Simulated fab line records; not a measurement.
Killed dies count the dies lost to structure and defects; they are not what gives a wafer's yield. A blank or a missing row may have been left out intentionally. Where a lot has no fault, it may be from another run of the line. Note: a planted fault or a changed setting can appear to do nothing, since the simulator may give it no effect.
Struck lot and sound lot, side by side + flow nandHarc + 15 out of 1302 route steps
Sound: wafers L386.1, L386.2, L386.5. Struck: wafer L395.4. (L395.1, L395.2 of the same lot were not struck and are left out.) The cause comes at the end.
At each step with rows: each side's tool, then ch and its chambers, then its first start. Under that, the readings that differ: sound wafers + struck wafers + difference of the means + sigmas: that difference in standard deviations of wafers without a fault.
alike: a reading whose means differ by less than 2 such deviations, as well as words and numbers matching on both sides. not compared: withheld readings; readings where some wafer has no value; bounds like >300 that might hide an equal value; numbers whose values overlap and for which the record gives no deviation.
A row with sigmas, a row that says differs or no value, or rows on one side alone: a step with any of these is where the two part. Numbers that have no deviation but don't overlap get no sigmas and don't part them. A reading that every wafer of one side lacks parts them only if that side has two wafers or more.

first, 4 steps without rows for these wafers: NHARC_A_BONDPAD_EBR_05; NHARC_A_BONDPAD_EXPOSE_06 (exposes mask A BPAD); NHARC_A_BONDPAD_PEB_07 (peb time 80 s); NHARC_A_BONDPAD_DEVELOP_08 (time 50 s).
NHARC_A_BONDPAD_CD_MEAS_09: target cd 500 nm.
  sound on cdSem-03 ch 0, day 23 08:01; struck on cdSem-03 ch 0, day 28 10:46
| reading   | sound             | struck | difference | sigmas |
|-----------|-------------------|--------|------------|--------|
| cdNm (nm) | 500.1 501.1 502.2 | 508.1  | +7.0       | +3     |
NHARC_A_BONDPAD_OVL_MEAS_35:
  sound: overlay-02 at day 23 08:06; struck: overlay-02 at day 28 10:51
  alike: overlayXNm, overlayYNm
then, 1 step without rows for these wafers: NHARC_A_BONDPAD_HARDBAKE_10 (time 65 s).
NHARC_A_BONDPAD_DESCUM_11: chemistry O2, time 3 s.
  sound on rieDiel-06 ch 0,2,3, day 23 08:14; struck on rieDiel-06 ch 2, day 28 10:59
  alike: drypumpMotorCurrentA, mfcArSccm, oesProductAu, rfVppV, showerheadPlenumPTorr, throttleValvePct
  not compared: rfHoursCounterH
NHARC_A_BONDPAD_ETCH_34: etches the open film in N2/H2, target depth 60 nm, overetch 18 nm, time 65.91 s.
  sound on rieDiel-06 ch 0,2, day 23 08:19; struck on rieDiel-06 ch 1, day 28 11:04
| reading                  | sound       | struck | difference | sigmas |
|--------------------------|-------------|--------|------------|--------|
| drypumpMotorCurrentA (A) | 5.8 6.1 6.1 | 4.8    | -1.2       | -3     |
| mfcArSccm (sccm)         | 0 0 0       | 0.030  | +0.030     | +2     |
  alike: oesProductAu, rfVppV, showerheadPlenumPTorr, throttleValvePct
  not compared: rfHoursCounterH
NHARC_A_BONDPAD_ETCH_12: etches the open film in CHF3/O2, target depth 220 nm, time 110 s.
  sound: rieDiel-06 ch 0,1,3; struck: rieDiel-06 ch 3
| reading          | sound             | struck | difference | sigmas |
|------------------|-------------------|--------|------------|--------|
| mfcArSccm (sccm) | 200.5 200.2 200.6 | 199.2  | -1.2       | -2     |
  alike: drypumpMotorCurrentA, oesProductAu, rfVppV, showerheadPlenumPTorr, throttleValvePct
  not compared: rfHoursCounterH
NHARC_A_BONDPAD_CD_MEAS_13:
  sound: cdSem-02 at day 23 08:32; struck: cdSem-03 at day 28 11:17
| reading   | sound             | struck | difference | sigmas |
|-----------|-------------------|--------|------------|--------|
| cdNm (nm) | 498.2 499.7 502.7 | 509.0  | +8.8       | +3     |
NHARC_A_BONDPAD_STRIP_15: strips in O2.
  sound on rieDiel-11 ch 0,3, day 23 08:37; struck on rieDiel-11 ch 0, day 28 11:22
  alike: drypumpMotorCurrentA, mfcArSccm, oesProductAu, rfVppV, showerheadPlenumPTorr, throttleValvePct
  not compared: rfHoursCounterH
NHARC_A_BONDPAD_ETCH_24: etches the open film in CF4/N2, target depth 30 nm, time 72.99 s.
  sound on rieDiel-11 ch 0,3, day 23 08:46; struck on rieDiel-11 ch 0, day 28 11:31
| reading              | sound                | struck | difference | sigmas |
|----------------------|----------------------|--------|------------|--------|
| oesProductAu (a.u.)  | 0.976 1.011 1.001    | 0.863  | -0.133     | -9     |
| throttleValvePct (%) | 19.794 19.785 19.783 | 19.807 | +0.020     | +2     |
  alike: drypumpMotorCurrentA, mfcArSccm, rfVppV, showerheadPlenumPTorr
  not compared: rfHoursCounterH
then, 1 step without rows for these wafers: NHARC_A_BONDPAD_STRIP_16 (strips in post etch residue remover, time 600 s).
NHARC_END_SORT_01:
  the record has rows for the sound wafers here (prober-01 ch 0, day 25 00:06) and none for the struck ones

== WHERE THEY PART ==
Last at NHARC_END_SORT_01 as far as this record goes, first at NHARC_A_BONDPAD_CD_MEAS_09.

WHY: whatever the simulator had introduced
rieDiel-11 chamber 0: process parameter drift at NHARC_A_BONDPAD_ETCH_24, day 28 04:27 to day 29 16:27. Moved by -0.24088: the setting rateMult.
